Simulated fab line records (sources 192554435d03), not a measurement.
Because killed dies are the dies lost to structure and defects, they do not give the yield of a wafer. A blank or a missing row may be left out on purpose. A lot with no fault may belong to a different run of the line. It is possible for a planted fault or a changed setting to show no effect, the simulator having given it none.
fab line records	flow n5Finfet
record: lots: 24	wafers: 72	lastDay: 17
route steps=1938 shown SD_EPI_N@289 SD_EPI_P@308 ILD0@344 SDB@359
lots untouched by any fault: they come from a run of this same line in which no faults occurred
startH: hours from the record's opening day to when the first of the lot's shown wafers began	waitH: hours since the lot's step before	" the same as in the row above	L1.1+2: a row that stands for several wafers	- either no value or no given start	* or withheld: withheld	< > ~ a bound
route shown NAME@n: a module of which the file shows steps, and the number in the route of the first	usual: mean/standard deviation taken from wafers without a fault	same: alike in all rows	chamber/n: place in a boat	sites: each site's reading	_std_site: the values' standard deviation	_edge_site: the outer-site mean with the inner-site mean subtracted	radiusMm: for every site, how far away it sits from the centre of the wafer	mask NAME#n: copy n	behind: the last tool/chamber to shape the wafer	hold: what put the lot on hold/how long, in hours/how the hold closed	device: the n, p or np transistor that did not switch	end of line: the route-end tests of the same wafers	step lacking rows: just its recipe	killed: at the first sort, the dies lost to defects and structure; wafer yield is something else	map: a wafer's dies, x killed, . not, _ none there
set.NAME: the setting that was run; set.NAME@STEP: the one run at that earlier step	model.NAME: the simulator's own value behind a step, which no gauge read
one table for each step of the route and one row for each wafer, over a sample of lots
services: the hour from which a tool's chamber was out of use, counted from the record's first day as startH (under 0 if before that day), plus the number of hours and why
== steps ==
step: N5_SD_EPI_N_EPI_MEAS_23
recipe: mode: xrd
usual: thkNm: 58.9/1.3
lot.wafer	tool	chamber	startH	waitH	thkNm
L074.1	filmMetro-01	-	55.46	1.4	59.7
L074.3	"	-	"	"	61.8
L074.5	"	-	"	"	60.4
L075.2	filmMetro-01	-	60.35	1.5	58.2
L075.4	"	-	"	"	57.1
L075.5	"	-	"	"	58.9
L076.1	filmMetro-01	-	66.44	1.4	60.1
L076.2	"	-	"	"	57.5
L076.3	"	-	"	"	58.9
L077.1	filmMetro-01	-	70.84	1.4	56.0
L077.2	"	-	"	"	58.9
L077.4	"	-	"	"	58.6
L078.1	filmMetro-01	-	76.11	1.4	58.0
L078.5	"	-	"	"	58.4
L078.6	"	-	"	"	59.7
L079.2	filmMetro-02	-	84.42	1.5	58.1
L079.3	"	-	"	"	60.3
L079.5	"	-	"	"	57.2
L080.2	filmMetro-02	-	89.25	1.2	58.4
L080.3	"	-	"	"	58.5
L080.6	"	-	"	"	59.4
L081.1	filmMetro-01	-	98.38	1.4	56.8
L081.3	"	-	"	"	59.1
L081.6	"	-	"	"	58.9
L082.1	filmMetro-02	-	101.54	1.4	59.5
L082.3	"	-	"	"	59.1
L082.6	"	-	"	"	57.8
L083.3	filmMetro-02	-	106.57	0.9	55.6
L083.4	"	-	"	"	61.2
L083.6	"	-	"	"	58.1
L084.1	filmMetro-01	-	113.04	1.9	58.3
L084.5	"	-	"	"	58.5
L084.6	"	-	"	"	58.5
L085.1	filmMetro-01	-	120.27	1.4	58.4
L085.4	"	-	"	"	60.8
L085.6	"	-	"	"	59.3
L086.1	filmMetro-01	-	128.73	1.4	57.9
L086.4	"	-	"	"	60.8
L086.5	"	-	"	"	59.4
L087.1	filmMetro-01	-	133.48	1.9	58.0
L087.3	"	-	"	"	59.9
L087.5	"	-	"	"	59.4
L088.1	filmMetro-02	-	137.85	1.4	60.1
L088.2	"	-	"	"	58.9
L088.4	"	-	"	"	58.2
L089.1	filmMetro-02	-	143.33	1.4	59.0
L089.3	"	-	"	"	58.3
L089.6	"	-	"	"	59.4
L090.1	filmMetro-01	-	148.79	1.4	62.3
L090.4	"	-	"	"	61.5
L090.6	"	-	"	"	59.1
L091.4	filmMetro-02	-	156.05	0.6	58.2
L091.5	"	-	"	"	56.7
L091.6	"	-	"	"	57.7
L092.1	filmMetro-01	-	159.23	1.5	58.2
L092.2	"	-	"	"	58.6
L092.4	"	-	"	"	57.7
L093.1	filmMetro-02	-	167.34	1.4	59.9
L093.4	"	-	"	"	57.6
L093.5	"	-	"	"	57.5
L094.4	filmMetro-02	-	173.23	0.6	58.8
L094.5	"	-	"	"	58.8
L094.6	"	-	"	"	59.9
L095.1	filmMetro-02	-	178.11	1.4	59.5
L095.3	"	-	"	"	57.7
L095.6	"	-	"	"	56.5
L096.1	filmMetro-02	-	183.22	1.4	56.6
L096.5	"	-	"	"	61.7
L096.6	"	-	"	"	59.4
L097.1	filmMetro-01	-	189.28	1.4	58.9
L097.2	"	-	"	"	57.8
L097.6	"	-	"	"	58.7
step: N5_SD_EPI_N_LINER_46
recipe: material: SiNx	targetThkA: 30	tempC: 400	aldPrecursorFamily: SiH2I2	aldCoReactant: N2/H2-plasma	pressureTorr: 2
usual: chamberPressureTorr: 1.999/0.0042	heaterPowerOuterW: 526/45	heaterPowerW: 862/72
lot.wafer	tool	chamber	startH	waitH	chamberPressureTorr	heaterPowerOuterW	heaterPowerW
L074.1	aldSin-02	1	55.76	0.2	2.002	524	919
L074.3	"	3	"	"	1.997	569	910
L074.5	"	3	"	"	1.989	565	919
L075.2	aldSin-02	2	60.77	0.3	1.993	523	859
L075.4	"	0	"	"	1.999	500	862
L075.5	"	0	"	"	1.995	516	862
L076.1	aldSin-03	0	66.89	0.3	2.001	548	820
L076.2	"	1	"	"	1.996	489	831
L076.3	"	2	"	"	1.995	436	680
L077.1	aldSin-01	1	71.41	0.4	1.996	530	913
L077.2	"	0	"	"	2.002	484	778
L077.4	"	3	"	"	1.998	528	949
L078.1	aldSin-03	2	76.41	0.2	1.996	443	692
L078.5	"	0	"	"	2.001	530	823
L078.6	"	1	"	"	2.001	479	833
L079.2	aldSin-03	2	84.73	0.1	2.000	441	670
L079.3	"	1	"	"	2.001	498	827
L079.5	"	1	"	"	1.999	486	831
L080.2	aldSin-02	0	89.90	0.5	2.002	517	877
L080.3	"	1	"	"	1.995	535	902
L080.6	"	2	"	"	1.995	508	836
L081.1	aldSin-02	0	99.18	0.7	1.999	512	872
L081.3	"	3	"	"	2.000	572	919
L081.6	"	3	"	"	1.991	590	907
L082.1	aldSin-01	2	101.85	0.2	2.002	506	814
L082.3	"	0	"	"	1.996	488	741
L082.6	"	1	"	"	1.997	528	890
L083.3	aldSin-02	1	106.90	0.1	2.000	522	923
L083.4	"	2	"	"	2.006	512	823
L083.6	"	2	"	"	2.005	526	843
L084.1	aldSin-02	0	113.34	0.2	1.999	514	868
L084.5	"	0	"	"	2.006	533	865
L084.6	"	1	"	"	2.008	540	907
L085.1	aldSin-03	3	120.61	0.2	2.005	655	1005
L085.4	"	0	"	"	1.996	531	826
L085.6	"	0	"	"	1.996	532	817
L086.1	aldSin-01	0	129.04	0.2	1.992	474	751
L086.4	"	1	"	"	2.003	533	901
L086.5	"	0	"	"	1.996	478	773
L087.1	aldSin-02	3	133.79	0.2	2.001	589	905
L087.3	"	0	"	"	1.985	513	851
L087.5	"	2	"	"	1.994	525	862
L088.1	aldSin-03	0	138.19	0.2	2.010	540	836
L088.2	"	2	"	"	1.997	448	688
L088.4	"	3	"	"	2.001	662	1030
L089.1	aldSin-03	1	143.70	0.2	1.999	488	833
L089.3	"	0	"	"	1.997	537	828
L089.6	"	1	"	"	1.999	497	825
L090.1	aldSin-02	1	149.44	0.5	2.003	537	929
L090.4	"	3	"	"	2.006	580	902
L090.6	"	1	"	"	2.003	538	931
L091.4	aldSin-01	1	156.46	0.2	2.001	517	872
L091.5	"	0	"	"	2.002	474	746
L091.6	"	2	"	"	1.998	500	827
L092.1	aldSin-02	3	159.53	0.2	2.001	595	917
L092.2	"	1	"	"	2.001	528	946
L092.4	"	0	"	"	2.002	508	880
L093.1	aldSin-02	1	167.64	0.2	1.994	544	922
L093.4	"	3	"	"	1.991	571	924
L093.5	"	0	"	"	1.998	525	874
L094.4	aldSin-01	3	173.53	0.1	1.999	507	926
L094.5	"	0	"	"	2.004	475	763
L094.6	"	1	"	"	1.998	512	886
L095.1	aldSin-02	3	178.42	0.2	2.003	588	917
L095.3	"	1	"	"	1.999	548	902
L095.6	"	3	"	"	1.997	583	905
L096.1	aldSin-02	2	183.71	0.3	1.998	515	833
L096.5	"	0	"	"	1.998	530	904
L096.6	"	3	"	"	1.993	566	916
L097.1	aldSin-02	2	189.94	0.5	1.998	521	825
L097.2	"	3	"	"	1.997	580	899
L097.6	"	3	"	"	1.997	588	896
step: N5_SD_EPI_P_ETCH_37
recipe: chemistry: N2/H2	target: SOC	overetchA: 1080	maskMaterial: SiARC	tempC: 40	ionEnergyEv: 100	sourceW: 3000	biasW: 133	pressureMtorr: 20	timeS: 486	n2FlowSccm: 200	h2FlowSccm: 200	ends: endPoint
usual: drypumpMotorCurrentA: 5.9/0.32	h2FlowSccm: 199.9/0.62	oesProductAu: 0.69/0.067	rfVppV: 240.8/1.5	showerheadPlenumPTorr: 2.55/0.095	throttleValvePct: 23.8/0.35
lot.wafer	tool	chamber	startH	waitH	drypumpMotorCurrentA	h2FlowSccm	oesProductAu	rfHoursCounterH	rfVppV	showerheadPlenumPTorr	throttleValvePct
L074.1	rieDiel-01	1	56.96	0.0	5.9	200.0	0.64	206	239.6	2.53	24.5
L074.3	"	2	"	"	5.6	199.3	0.69	153	242.2	2.66	24.0
L074.5	"	1	"	"	5.9	200.0	0.64	-	240.1	2.53	24.6
L075.2	rieDiel-02	0	62.08	0.0	5.6	199.6	0.66	179	237.9	2.41	23.2
L075.4	"	2	"	"	6.0	199.8	0.79	34	240.1	2.47	23.5
L075.5	"	3	"	"	5.5	201.1	0.63	-	242.4	2.63	24.0
L076.1	rieDiel-02	0	67.72	0.0	5.6	200.4	0.67	181	238.7	2.41	23.2
L076.2	"	3	"	"	5.6	199.7	0.63	206	240.8	2.62	24.0
L076.3	"	2	"	"	5.9	198.2	0.78	36	239.2	2.47	23.5
L077.1	rieDiel-02	1	72.12	0.0	6.4	199.4	0.61	252	240.3	2.49	23.8
L077.2	"	0	"	"	5.6	199.6	0.67	183	238.8	2.41	23.2
L077.4	"	2	"	"	6.0	200.2	0.78	37	239.2	2.47	23.5
L078.1	rieDiel-01	1	77.11	0.0	6.0	199.9	0.63	211	239.2	2.52	24.6
L078.5	"	1	"	"	5.9	200.3	0.64	-	239.6	2.52	24.6
L078.6	"	2	"	"	5.7	199.3	0.68	-	242.6	2.66	24.0
L079.2	rieDiel-02	0	85.56	0.0	5.6	199.7	0.66	187	238.2	2.41	23.2
L079.3	"	2	"	"	6.0	200.1	0.77	41	240.0	2.47	23.5
L079.5	"	2	"	"	5.9	200.2	0.78	-	240.3	2.47	23.5
L080.2	rieDiel-02	0	90.61	0.0	5.6	200.1	0.66	190	238.4	2.41	23.2
L080.3	"	2	"	"	5.9	199.4	0.76	44	240.1	2.47	23.5
L080.6	"	2	"	"	5.9	200.0	0.77	-	241.7	2.47	23.5
L081.1	rieDiel-06	0	100.19	0.0	5.6	200.3	0.69	152	239.6	2.53	23.9
L081.3	"	1	"	"	6.0	199.7	0.68	123	241.8	2.65	23.9
L081.6	"	2	"	"	5.9	199.4	0.72	-	241.7	2.69	24.1
L082.1	rieDiel-06	2	103.01	0.0	5.9	199.3	0.72	77	243.0	2.69	24.1
L082.3	"	0	"	"	5.6	199.4	0.69	153	238.7	2.53	23.9
L082.6	"	1	"	"	6.1	199.2	0.67	-	240.4	2.65	23.9
L083.3	rieDiel-02	3	107.77	0.0	5.6	200.2	0.62	220	240.4	2.62	24.0
L083.4	"	1	"	"	6.3	198.6	0.87	3	240.5	2.49	23.4
L083.6	"	1	"	"	6.3	199.6	0.88	-	240.8	2.49	23.4
L084.1	rieDiel-01	3	114.49	0.0	6.2	198.7	0.77	39	243.1	2.70	24.2
L084.5	"	0	"	"	5.1	199.9	0.83	-	240.5	2.48	23.6
L084.6	"	1	"	"	5.9	200.1	0.63	-	239.5	2.52	24.6
L085.1	rieDiel-02	0	121.44	0.0	5.7	199.4	0.66	202	239.7	2.40	23.3
L085.4	"	2	"	"	5.9	199.7	0.76	-	241.2	2.46	23.5
L085.6	"	0	"	"	5.6	199.5	0.65	-	239.0	2.40	23.3
L086.1	rieDiel-02	2	130.19	0.0	6.0	199.9	0.75	59	239.3	2.46	23.5
L086.4	"	0	"	"	5.6	200.2	0.65	204	237.3	2.40	23.3
L086.5	"	1	"	"	6.4	200.7	0.88	-	239.6	2.49	23.4
L087.1	rieDiel-06	1	134.61	0.0	6.0	201.0	0.66	133	242.2	2.64	23.9
L087.3	"	0	"	"	5.6	201.1	0.68	162	241.8	2.53	23.9
L087.5	"	2	"	"	5.9	200.7	0.71	-	242.5	2.69	24.1
L088.1	rieDiel-06	0	139.08	0.0	5.6	199.6	0.68	163	241.1	2.53	23.9
L088.2	"	2	"	"	5.9	199.9	0.71	88	241.1	2.69	24.1
L088.4	"	1	"	"	6.0	201.0	0.66	135	241.8	2.64	23.9
L089.1	rieDiel-06	3	144.40	0.0	6.5	201.1	0.65	192	242.4	2.60	23.4
L089.3	"	1	"	"	6.0	199.0	0.66	136	241.7	2.64	23.9
L089.6	"	1	"	"	6.0	200.4	0.67	-	240.4	2.64	23.9
L090.1	rieDiel-06	1	150.27	0.0	6.0	199.5	0.66	138	241.9	2.64	23.9
L090.4	"	2	"	"	5.9	199.3	0.71	91	241.0	2.68	24.1
L090.6	"	0	"	"	5.6	200.2	0.68	-	241.5	2.53	23.9
L091.4	rieDiel-02	1	157.18	0.0	6.4	200.3	0.85	13	240.5	2.48	23.4
L091.5	"	2	"	"	5.9	200.0	0.74	-	240.5	2.46	23.5
L091.6	"	3	"	"	5.6	199.3	0.61	-	241.7	2.61	24.0
L092.1	rieDiel-02	3	160.68	0.1	5.6	199.8	0.61	239	241.3	2.61	24.0
L092.2	"	0	"	"	5.6	200.8	0.65	214	238.1	2.40	23.3
L092.4	"	0	"	"	5.6	200.7	0.64	-	239.9	2.40	23.3
L093.1	rieDiel-02	3	168.35	0.0	5.5	199.6	0.61	243	241.1	2.61	24.0
L093.4	"	0	"	"	5.6	200.2	0.63	217	238.7	2.40	23.3
L093.5	"	3	"	"	5.6	201.2	0.61	-	240.9	2.61	24.0
L094.4	rieDiel-06	0	174.23	0.0	5.6	200.2	0.68	173	241.2	2.52	23.9
L094.5	"	2	"	"	5.9	201.0	0.70	-	240.7	2.68	24.1
L094.6	"	1	"	"	6.1	199.8	0.66	-	242.0	2.64	23.9
L095.1	rieDiel-01	3	179.24	0.0	6.2	200.1	0.74	56	242.9	2.69	24.2
L095.3	"	0	"	"	5.1	200.6	0.80	32	240.2	2.47	23.6
L095.6	"	1	"	"	5.9	200.3	0.62	-	240.0	2.51	24.6
L096.1	rieDiel-02	2	184.53	0.0	5.9	199.7	0.74	75	238.7	2.45	23.5
L096.5	"	0	"	"	5.7	200.2	0.64	-	238.9	2.40	23.3
L096.6	"	3	"	"	5.5	200.9	0.61	-	242.0	2.61	24.0
L097.1	rieDiel-06	2	190.77	0.0	5.9	199.9	0.70	104	243.4	2.68	24.1
L097.2	"	3	"	"	6.4	199.1	0.64	207	242.5	2.59	23.4
L097.6	"	0	"	"	5.6	199.4	0.68	-	238.5	2.52	23.9
step: N5_ILD0_CMP_12
recipe: stopOn: poly-Si	material: SiNx	tOverpolishS: 6	postCmpClean: alkalineBrush	downForcePsi: 2.5	platenRpm: 51.8	padVelocityMS: 1.0307	targetThkNm: 17.67
usual: motorCurrentA: 9.3/0.87	overpolishRunS: 6.000/0.01	timeToEndpointS: 28.8/2.2
lot.wafer	tool	chamber	startH	waitH	motorCurrentA	overpolishRunS	timeToEndpointS
L074.1	cmp-04	1	67.50	1.2	11.3	6.015	28.3
L074.3	"	2	"	"	8.6	5.999	28.2
L074.5	"	1	"	"	10.6	5.998	26.3
L075.4	cmp-04	1	72.39	0.0	11.4	6.001	24.4
L075.2	"	0	"	"	8.9	6.020	26.6
L075.5	"	1	"	"	11.1	6.003	26.4
L076.1	cmp-01	0	78.27	1.1	9.4	5.998	27.5
L076.2	"	2	"	"	8.8	5.995	27.5
L076.3	"	3	"	"	9.3	6.001	29.7
L077.4	cmp-04	3	82.90	1.1	9.2	6.005	29.0
L077.1	"	0	"	"	9.2	6.010	26.8
L077.2	"	2	"	"	8.5	5.991	28.7
L078.1	cmp-04	0	88.53	1.1	9.5	6.021	28.7
L078.5	"	0	"	"	8.8	5.990	30.5
L078.6	"	1	"	"	11.0	5.994	29.3
L079.2	cmp-04	3	96.64	1.1	9.6	6.007	23.5
L079.3	"	1	"	"	11.2	5.994	26.8
L079.5	"	0	"	"	8.9	6.006	24.9
L080.2	cmp-04	0	101.69	1.2	8.9	5.986	29.4
L080.3	"	2	"	"	8.9	6.005	28.6
L080.6	"	3	"	"	9.2	6.006	28.6
L081.1	cmp-03	0	110.56	1.1	9.5	6.002	30.0
L081.3	"	3	"	"	9.2	6.010	28.8
L081.6	"	1	"	"	10.1	5.987	30.7
L082.1	cmp-04	1	113.81	1.2	10.8	6.001	29.7
L082.3	"	2	"	"	9.2	6.012	28.0
L082.6	"	1	"	"	11.2	5.981	26.8
L083.4	cmp-03	3	121.24	1.2	9.6	6.006	29.5
L083.3	"	1	"	"	9.9	6.008	30.6
L083.6	"	2	"	"	7.8	6.005	30.0
L084.1	cmp-03	2	124.94	1.2	7.4	6.003	26.3
L084.5	"	3	"	"	8.9	5.994	25.3
L084.6	"	0	"	"	10.2	5.993	24.3
L085.4	cmp-01	2	132.26	0.1	9.0	6.004	28.7
L085.1	"	3	"	"	9.5	5.982	31.9
L085.6	"	1	"	"	9.3	6.000	33.4
L086.4	cmp-01	3	140.59	1.2	9.4	6.001	31.9
L086.1	"	0	"	"	10.3	6.007	32.7
L086.5	"	2	"	"	8.4	5.994	31.6
L087.3	cmp-03	1	144.98	1.2	9.6	5.996	29.2
L087.1	"	3	"	"	9.2	5.998	30.4
L087.5	"	1	"	"	9.8	6.002	29.8
L088.1	cmp-04	2	150.07	1.2	8.1	5.998	28.7
L088.4	"	3	"	"	9.3	5.987	28.0
L088.2	"	0	"	"	9.2	5.975	28.0
L089.3	cmp-01	1	155.63	1.1	9.3	6.011	31.1
L089.1	"	2	"	"	9.1	6.003	29.3
L089.6	"	2	"	"	9.1	5.986	30.0
L090.4	cmp-01	1	160.67	1.2	9.6	5.991	32.7
L090.1	"	3	"	"	9.0	6.015	31.4
L090.6	"	0	"	"	9.4	6.000	29.5
L091.4	cmp-03	3	168.57	1.9	9.3	5.989	27.0
L091.6	"	2	"	"	7.5	5.994	28.1
L091.5	"	3	"	"	9.9	5.989	26.5
L092.4	cmp-03	2	172.20	1.1	7.9	5.995	30.8
L092.2	"	3	"	"	9.2	5.995	32.1
L092.1	"	0	"	"	10.0	5.992	28.6
L093.1	cmp-01	2	178.87	1.2	8.8	6.016	31.3
L093.4	"	3	"	"	9.2	6.003	30.6
L093.5	"	1	"	"	9.2	5.977	32.6
L094.4	cmp-03	2	184.75	0.1	7.7	5.986	28.4
L094.5	"	1	"	"	9.6	5.988	29.9
L094.6	"	2	"	"	7.8	6.003	28.4
L095.3	cmp-01	3	189.70	1.1	9.2	5.988	28.3
L095.1	"	0	"	"	9.5	5.992	29.3
L095.6	"	3	"	"	9.0	6.005	28.7
L096.1	cmp-03	2	196.23	1.1	7.7	5.996	25.9
L096.5	"	2	"	"	7.7	6.005	28.1
L096.6	"	3	"	"	9.2	6.007	25.3
L097.1	cmp-01	0	202.29	1.2	9.5	6.007	30.5
L097.2	"	1	"	"	9.2	5.986	30.1
L097.6	"	2	"	"	8.9	6.002	29.8
step: N5_ILD0_INSPECT_06
recipe: inspectInstrument: darkfield	mode: postCmp
usual: rawDefectCount: 38/16
lot.wafer	tool	chamber	startH	waitH	rawDefectCount
L074.1	defectInspect-02	-	67.78	0.0	53
L074.3	"	-	"	"	44
L074.5	"	-	"	"	32
L075.2	defectInspect-02	-	72.71	0.0	47
L075.4	"	-	"	"	48
L075.5	"	-	"	"	35
L076.1	defectInspect-01	-	78.59	0.0	19
L076.2	"	-	"	"	57
L076.3	"	-	"	"	25
L077.1	defectInspect-01	-	83.22	0.0	21
L077.2	"	-	"	"	27
L077.4	"	-	"	"	39
L078.1	defectInspect-02	-	88.85	0.0	50
L078.5	"	-	"	"	43
L078.6	"	-	"	"	40
L079.2	defectInspect-01	-	96.96	0.0	62
L079.3	"	-	"	"	48
L079.5	"	-	"	"	69
L080.2	defectInspect-01	-	101.97	0.0	12
L080.3	"	-	"	"	36
L080.6	"	-	"	"	15
L081.1	defectInspect-01	-	110.88	0.0	20
L081.3	"	-	"	"	43
L081.6	"	-	"	"	34
L082.1	defectInspect-01	-	114.10	0.0	38
L082.3	"	-	"	"	82
L082.6	"	-	"	"	81
L083.3	defectInspect-01	-	121.53	0.0	40
L083.4	"	-	"	"	40
L083.6	"	-	"	"	54
L084.1	defectInspect-01	-	125.15	0.0	35
L084.5	"	-	"	"	20
L084.6	"	-	"	"	18
L085.1	defectInspect-01	-	132.51	0.0	43
L085.4	"	-	"	"	24
L085.6	"	-	"	"	38
L086.1	defectInspect-01	-	140.83	0.0	31
L086.4	"	-	"	"	55
L086.5	"	-	"	"	26
L087.1	defectInspect-02	-	145.30	0.0	34
L087.3	"	-	"	"	16
L087.5	"	-	"	"	17
L088.1	defectInspect-02	-	150.35	0.0	34
L088.2	"	-	"	"	22
L088.4	"	-	"	"	28
L089.1	defectInspect-01	-	155.95	0.0	34
L089.3	"	-	"	"	23
L089.6	"	-	"	"	8
L090.1	defectInspect-02	-	160.96	0.0	60
L090.4	"	-	"	"	53
L090.6	"	-	"	"	27
L091.4	defectInspect-01	-	168.85	0.0	58
L091.5	"	-	"	"	35
L091.6	"	-	"	"	37
L092.1	defectInspect-01	-	172.52	0.0	24
L092.2	"	-	"	"	34
L092.4	"	-	"	"	43
L093.1	defectInspect-02	-	179.16	0.0	37
L093.4	"	-	"	"	54
L093.5	"	-	"	"	72
L094.4	defectInspect-01	-	185.03	0.0	32
L094.5	"	-	"	"	32
L094.6	"	-	"	"	23
L095.1	defectInspect-02	-	190.01	0.0	29
L095.3	"	-	"	"	22
L095.6	"	-	"	"	29
L096.1	defectInspect-01	-	196.55	0.0	41
L096.5	"	-	"	"	29
L096.6	"	-	"	"	21
L097.1	defectInspect-02	-	202.53	0.0	18
L097.2	"	-	"	"	28
L097.6	"	-	"	"	21
step: N5_SDB_DESCUM_16
recipe: chemistry: O2	timeS: 7.9	sourcePowerW: 50	biasPowerW: 20	pressureMtorr: 20	rfFrequencyHz: 2.712e+07	tempC: 40	resist: CAR-ArF	o2FlowSccm: 225
usual: drypumpMotorCurrentA: 5.8/0.45	oesProductAu: 0.80/0.098	rfVppV: 243.0/1.3	showerheadPlenumPTorr: 2.09/0.06	throttleValvePct: 20.40/0.29
lot.wafer	tool	chamber	startH	waitH	drypumpMotorCurrentA	oesProductAu	rfHoursCounterH	rfVppV	showerheadPlenumPTorr	throttleValvePct
L074.1	rieDiel-04	2	69.05	0.8	5.9	0.68	204	240.4	2.01	20.44
L074.3	"	1	"	"	6.4	0.69	248	239.9	1.98	20.96
L074.5	"	0	"	"	5.7	0.68	-	243.9	2.06	20.74
L075.2	rieDiel-03	2	73.39	0.3	6.6	0.94	13	241.9	2.06	20.18
L075.4	"	3	"	"	6.3	0.73	184	244.4	2.08	20.49
L075.5	"	0	"	"	5.8	0.97	-	244.3	2.05	20.30
L076.1	rieDiel-05	3	79.17	0.0	5.6	0.74	160	244.5	2.17	20.47
L076.2	"	1	"	"	5.8	0.68	240	243.4	2.07	20.74
L076.3	"	0	"	"	5.5	0.92	17	242.9	2.11	19.70
L077.1	rieDiel-05	3	84.27	0.5	5.6	0.75	163	244.4	2.17	20.48
L077.2	"	2	"	"	5.2	0.82	77	243.1	2.04	20.02
L077.4	"	1	"	"	5.8	0.68	243	242.5	2.07	20.76
L078.1	rieDiel-05	2	89.43	0.0	5.2	0.81	78	241.4	2.04	20.05
L078.5	"	3	"	"	5.7	0.73	-	243.7	2.17	20.49
L078.6	"	2	"	"	5.2	0.82	-	241.9	2.04	20.04
L079.2	rieDiel-03	2	97.53	0.2	6.6	0.92	21	244.5	2.06	20.20
L079.3	"	1	"	"	5.2	0.73	193	243.2	2.10	20.52
L079.5	"	0	"	"	5.8	0.94	-	242.3	2.05	20.31
L080.2	rieDiel-03	1	102.69	0.0	5.1	0.73	194	244.0	2.10	20.50
L080.3	"	0	"	"	5.8	0.93	14	243.3	2.05	20.32
L080.6	"	0	"	"	5.8	0.93	-	243.1	2.05	20.30
L081.1	rieDiel-03	1	111.55	0.2	5.1	0.73	196	244.6	2.10	20.51
L081.3	"	0	"	"	5.8	0.92	17	241.6	2.05	20.31
L081.6	"	3	"	"	6.3	0.72	-	244.4	2.07	20.51
L082.1	rieDiel-03	1	114.68	0.0	5.1	0.73	198	241.4	2.10	20.51
L082.3	"	0	"	"	5.8	0.92	18	242.1	2.04	20.31
L082.6	"	2	"	"	6.6	0.90	-	242.6	2.05	20.21
L083.3	rieDiel-05	2	122.10	0.0	5.2	0.80	89	242.5	2.03	20.06
L083.4	"	3	"	"	5.6	0.72	-	243.5	2.17	20.48
L083.6	"	2	"	"	5.2	0.80	-	243.1	2.03	20.05
L084.1	rieDiel-05	3	125.60	0.0	5.7	0.72	178	243.9	2.17	20.52
L084.5	"	1	"	"	5.8	0.99	-	242.2	2.06	20.34
L084.6	"	2	"	"	5.2	0.80	-	243.1	2.03	20.06
L085.1	rieDiel-04	3	132.97	0.0	5.9	0.71	208	244.1	2.16	20.81
L085.4	"	1	"	"	6.4	0.91	-	246.5	2.24	20.61
L085.6	"	2	"	"	5.9	0.67	-	241.1	2.00	20.49
L086.1	rieDiel-03	2	141.41	0.0	6.6	0.88	37	242.4	2.05	20.22
L086.4	"	3	"	"	6.3	0.71	207	243.5	2.07	20.52
L086.5	"	1	"	"	5.1	0.72	-	242.3	2.09	20.52
L087.1	rieDiel-03	1	146.17	0.3	5.1	0.71	210	242.5	2.09	20.52
L087.3	"	3	"	"	6.3	0.70	209	241.9	2.07	20.53
L087.5	"	2	"	"	6.6	0.86	-	241.7	2.05	20.21
L088.1	rieDiel-03	1	150.93	0.0	5.1	0.71	211	242.9	2.09	20.52
L088.2	"	0	"	"	5.8	0.90	30	242.1	2.04	20.34
L088.4	"	3	"	"	6.3	0.71	211	243.2	2.07	20.52
L089.1	rieDiel-05	0	156.40	0.0	5.5	0.85	44	244.5	2.10	19.72
L089.3	"	3	"	"	5.6	0.72	189	246.0	2.16	20.52
L089.6	"	0	"	"	5.5	0.86	-	243.6	2.10	19.71
L090.1	rieDiel-04	2	161.74	0.2	5.9	0.66	240	241.9	2.00	20.50
L090.4	"	0	"	"	5.7	0.97	8	242.5	2.05	20.49
L090.6	"	3	"	"	6.0	0.71	-	244.8	2.16	20.80
L091.4	rieDiel-03	3	169.43	0.0	6.3	0.70	218	241.3	2.07	20.55
L091.5	"	3	"	"	6.3	0.70	-	243.7	2.07	20.55
L091.6	"	2	"	"	6.6	0.86	-	242.2	2.05	20.25
L092.1	rieDiel-04	0	173.10	0.0	5.7	0.96	13	243.0	2.05	20.49
L092.2	"	2	"	"	6.0	0.66	245	242.0	2.00	20.49
L092.4	"	2	"	"	5.9	0.66	-	240.1	2.00	20.50
L093.1	rieDiel-05	2	179.61	0.0	5.2	0.78	111	242.4	2.03	20.09
L093.4	"	3	"	"	5.6	0.71	198	244.4	2.16	20.54
L093.5	"	1	"	"	5.8	0.92	-	242.6	2.06	20.38
L094.4	rieDiel-03	3	185.61	0.0	6.3	0.70	225	243.9	2.06	20.55
L094.5	"	1	"	"	5.2	0.71	-	242.1	2.09	20.56
L094.6	"	2	"	"	6.5	0.86	-	241.6	2.04	20.25
L095.1	rieDiel-04	1	190.59	0.0	6.4	0.89	36	245.3	2.23	20.64
L095.3	"	1	"	"	6.4	0.89	-	246.3	2.23	20.66
L095.6	"	1	"	"	6.4	0.89	-	245.9	2.23	20.64
L096.1	rieDiel-05	1	197.29	0.2	5.8	0.89	27	243.7	2.05	20.39
L096.5	"	2	"	"	5.2	0.76	-	241.1	2.02	20.08
L096.6	"	1	"	"	5.8	0.89	-	242.4	2.05	20.39
L097.1	rieDiel-04	3	203.02	0.0	6.0	0.69	233	245.3	2.15	20.84
L097.2	"	1	"	"	6.4	0.88	42	243.4	2.23	20.65
L097.6	"	3	"	"	5.9	0.69	-	243.9	2.15	20.83
== services ==
tool	chamber	startH	hours	kind
aldSin-03	-	36.25	0.8	pm
aldSin-02	-	47.65	6.1	pm
rieDiel-05	-	55.14	2.8	pm
cmp-03	-	56.44	1.4	repair
aldSin-03	3	59.35	14.9	repair
cmp-03	-	63.60	1.1	repair
rieDiel-06	0	67.60	9.2	repair
rieDiel-02	1	74.99	10.1	repair
aldSin-01	-	85.45	14.0	pm
rieDiel-04	0	96.43	3.4	repair
cmp-01	-	101.17	8.2	repair
rieDiel-02	1	111.75	17.4	repair
cmp-01	-	120.30	5.6	pm
cmp-04	-	131.63	1.2	repair
aldSin-03	1	138.49	4.2	repair
rieDiel-03	0	151.36	2.6	repair
rieDiel-02	1	157.42	4.3	repair
cmp-04	-	161.29	6.6	pm
cmp-01	-	165.57	4.9	repair
cmp-04	-	172.14	2.8	repair
rieDiel-04	3	172.52	3.1	repair
cmp-03	-	174.24	0.8	repair
aldSin-03	-	178.79	14.0	pm
cmp-04	-	198.57	4.0	pm
== key ==
fault none
